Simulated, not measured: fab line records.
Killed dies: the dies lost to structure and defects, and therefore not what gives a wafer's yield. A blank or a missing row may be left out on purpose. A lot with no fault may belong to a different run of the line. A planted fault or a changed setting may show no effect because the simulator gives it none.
One fault through the eyes of 3 desks / flow n5-finfet / each desk has only its own numbers; what lay behind them comes last

## THE DEFECT DESK
What the inspections along the route counted, lot by lot: means of the sampled wafers that have a number. Marked OUT: a lot whose mean sits more than 4 standard deviations from the usual mean, which makes it out of limits; the brackets give that distance.
Columns: A = raw-defect-count at N5_MOL_CONTACT_COAG_INSPECT_42, usual 191
lot=L871; first seen here=day 5 08:31; A=133
lot=L872; first seen here=day 5 17:04; A=236
lot=L874; first seen here=day 6 10:01; A=193
lot=L875; first seen here=day 6 13:27; A=624 (+9.0) OUT
lot=L877; first seen here=day 6 22:56; A=433 (+5.0) OUT
lot=L878; first seen here=day 6 23:40; A=191
lot=L884; first seen here=day 8 09:58; A=161
lot=L892; first seen here=day 10 13:10; A=191
lot=L894; first seen here=day 10 22:58; A=236
This desk's verdict: out of limits on L875, L877, starting with L875 at day 6 13:27 (raw-defect-count at N5_MOL_CONTACT_COAG_INSPECT_42). In limits: L871, L872, L874, L878, L884, L892, L894.

## AT THE TOOL OWNER'S DESK: plasma-asher-01
The tool's own readings at N5_MOL_CONTACT_COAG_STRIP_119 (strips in N2/H2, time 30 s): means of the sampled wafers that have a number, for each lot that ran on this tool. Marked OUT: a lot whose mean sits more than 4 standard deviations from the usual mean, which makes it out of limits; the brackets give that distance.
Columns: A = drypump-motor-current-A at N5_MOL_CONTACT_COAG_STRIP_119, usual 5.62 A; B = heater-power-w at N5_MOL_CONTACT_COAG_STRIP_119, usual 344 W
lot=L872; first seen here=day 5 16:30; A=5.46; B=390
lot=L874; first seen here=day 6 09:20; A=5.70; B=360
lot=L875; first seen here=day 6 12:53; A=5.47; B=383
lot=L877; first seen here=day 6 22:23; A=5.72; B=354
lot=L892; first seen here=day 10 12:37; A=5.46; B=390
This desk's finding: nothing out of limits on any of the 5 lots.

## AT THE METROLOGY DESK
Means of the sampled wafers that have a number, per lot and without regard to the tool the lot ran on: this is what the gauges read. Marked OUT: a lot whose mean sits more than 4 standard deviations from the usual mean, which makes it out of limits; the brackets give that distance. Readings shown: 7 of its 11, picked as those furthest out on some lot.
Columns: A = cd-nm at N5_MOL_CONTACT_COAG_CD_MEAS_137, usual 15.7 nm; B = DIBL_N at N5_BEOL_M4_RC_MEAS_101, usual 35.9 mV/V; C = DIBL_P at N5_BEOL_M4_RC_MEAS_101, usual 35.9 mV/V; D = IOFF_P at N5_BEOL_M4_RC_MEAS_101, usual 0.21 nA/um; E = ION_P at N5_BEOL_M4_RC_MEAS_101, usual 461 uA/um; F = SS_N at N5_BEOL_M4_RC_MEAS_101, usual 71.4 mV/dec; G = VT_P at N5_BEOL_M4_RC_MEAS_101, usual -250 mV
lot=L871; first seen here=day 5 07:59; A=15.7; B=34.8; C=34.6; D=0.24; E=475; F=71.2; G=-244
lot=L872; first seen here=day 5 16:40; A=15.8; B=36.5; C=36.2; D=0.23; E=462; F=72.2; G=-246
lot=L874; first seen here=day 6 09:29; A=16.3; B=37.0; C=37.0; D=0.24; E=460; F=71.6; G=-247
lot=L875; first seen here=day 6 13:02; A=15.8; B=35.5; C=36.9; D=0.21; E=461; F=71.8; G=-252
lot=L877; first seen here=day 6 22:32; A=15.5; B=36.1; C=37.4; D=0.23; E=465; F=71.3; G=-249
lot=L878; first seen here=day 6 23:16; A=15.2; B=36.1; C=35.0; D=0.21; E=468; F=71.1; G=-248
lot=L884; first seen here=day 8 09:34; A=16.1; B=35.7; C=35.3; D=0.22; E=465; F=71.3; G=-249
lot=L892; first seen here=day 10 12:46; A=16.2; B=37.7; C=37.0; D=0.23; E=465; F=71.5; G=-250
lot=L894; first seen here=day 10 22:26; A=15.7; B=36.4; C=37.0; D=0.20; E=459; F=71.1; G=-252
This desk's finding: nothing out of limits on any of the 9 lots.

## ALL TOGETHER
The defect desk could have raised an alarm at day 6 13:27, on L875, L877.
Nothing out of limits was seen by the tool owner's desk.
Nothing out of limits was seen by the metrology desk.
On record at the tool owner's desk: L875, L877, within its limits.
The metrology desk holds a record of L875, L877, inside its limits.
All the named lots went through N5_MOL_CONTACT_COAG_STRIP_119 on plasma-asher-01.

## WHAT THE SIMULATOR HAD PUT IN
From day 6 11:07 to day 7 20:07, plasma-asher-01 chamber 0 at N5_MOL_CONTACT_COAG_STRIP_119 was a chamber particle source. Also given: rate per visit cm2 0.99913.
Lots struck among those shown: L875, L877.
Hours from the fault's start to each desk's first reading out of limits: the defect desk, 2.
